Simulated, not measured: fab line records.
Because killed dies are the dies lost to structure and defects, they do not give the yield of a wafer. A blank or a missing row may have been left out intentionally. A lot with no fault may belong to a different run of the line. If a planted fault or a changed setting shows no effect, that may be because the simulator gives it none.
Code-filled problem report in 8D (eight disciplines) form / flow n5Finfet / the parts of the form that need people (team, actions taken, sign-off) are left out

1. THE PROBLEM
trenchDepthNm at N5_BEOL_M13_OCD_MEAS_35 reads a mean of 309 nm on 1 wafer of 1 lot; wafers without a fault read 413 nm with a standard deviation of 6. That is -17 standard deviations from the usual mean.
Earliest sighting: wafer L567.2 on ocd-02 at day 14 22:46. The record holds 8 wafers of 3 lots with a number at this step. By rule, "out" or "out of limits" means more than 4 standard deviations away from the usual mean. The rest of the wafers with a number are treated as sound.

2. WHAT IT IS, WHAT IT ISN'T
question=which readings at this step | is=trenchDepthNm | is not=-
question=which lots | is=L567 | is not=L560, L573
question=which wafers of those lots | is=L567.2 | is not=L567.4, L567.6
question=read on which gauges | is=ocd-02 | is not=ocd-01
question=when | is=from day 14 22:46 | is not=up to then (4 sound wafers); but 3 sound wafers of L573 came after

3. THE SUSPECTS, EACH WITH WHAT RULES IT OUT
Counting: a tool at a process step up to the reading stays a suspect if it ran every lot that is out. Sound lots after the first of them don't rule it out here, since some wafers of a struck lot are sound.
- the gauge at N5_BEOL_M13_OCD_MEAS_35 has been ruled out. All the wafers that are out were read on ocd-02, but those of them that N5_BEOL_M13_THK_MEAS_50 has rows for are out there too, on other tools.
- rieDiel-03 at N5_BEOL_M13_TRENCH_ETCH_34 (etches SiOC in C4F8/O2/Ar, target depth 413.47 nm, time 162.6 s): kept. L567, the lot that is out, went through it at day 14 22:35; up to then, the latest sound lot through it was L560 at day 12 20:37.
Remaining after the count: rieDiel-03 at N5_BEOL_M13_TRENCH_ETCH_34.

4. THE CAUSE (what the simulator had put in)
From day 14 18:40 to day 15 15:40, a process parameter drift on rieDiel-03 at N5_BEOL_M13_TRENCH_ETCH_34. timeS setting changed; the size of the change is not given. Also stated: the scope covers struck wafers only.
The count eliminated every tool but this one.

5. SEQUENCE OF EFFECTS, ordered by route
Each row: a reading where the mean over the struck wafers with a number is more than 3 standard deviations away from the usual. Readings are gone through only where the record gives a usual standard deviation; hours: the median, over the lots, of the time from a lot's start at the first step in this table giving one to that lot's start at this step; sigmas: the change measured in usual standard deviations.
hours=0; step=N5_BEOL_M13_OCD_MEAS_35; reading=trenchDepthNm; usual=413 nm; on struck wafers=309; change=-104; sigmas=-17
hours=2; step=N5_BEOL_M13_THK_MEAS_50; reading=M13_THK; usual=432 nm; on struck wafers=325; change=-107; sigmas=-15
hours=2; step=N5_BEOL_M13_RS_MEAS_54; reading=M13_RS; usual=0.0449 ohm/sq; on struck wafers=0.0604; change=+0.0155; sigmas=+22
hours=14; step=N5_BEOL_M15_RC_MEAS_101; reading=SERP_M13; usual=0.306 ohm/um; on struck wafers=0.403; change=+0.097; sigmas=+13
hours=14; step=N5_BEOL_M15_RC_MEAS_101; reading=SERP_M13_max_site; usual=0.309 ohm/um; on struck wafers=0.410; change=+0.101; sigmas=+14

6. HOW IT WOULD HAVE BEEN CAUGHT EARLIER
In this record the first reading out of limits at a measuring or inspecting step was taken at day 14 22:46, 4 hours after the fault began at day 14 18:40.
Of the tool readings at N5_BEOL_M13_TRENCH_ETCH_34 for which the record gives a usual standard deviation, none was out on any struck wafer, so an alarm limit of 4 standard deviations on them would not have fired.
The start of N5_BEOL_M13_TRENCH_ETCH_34 on rieDiel-03 came by day 14 22:46 for every one of the lots that are out (1). Holding the tool at that point would not have protected any of them.
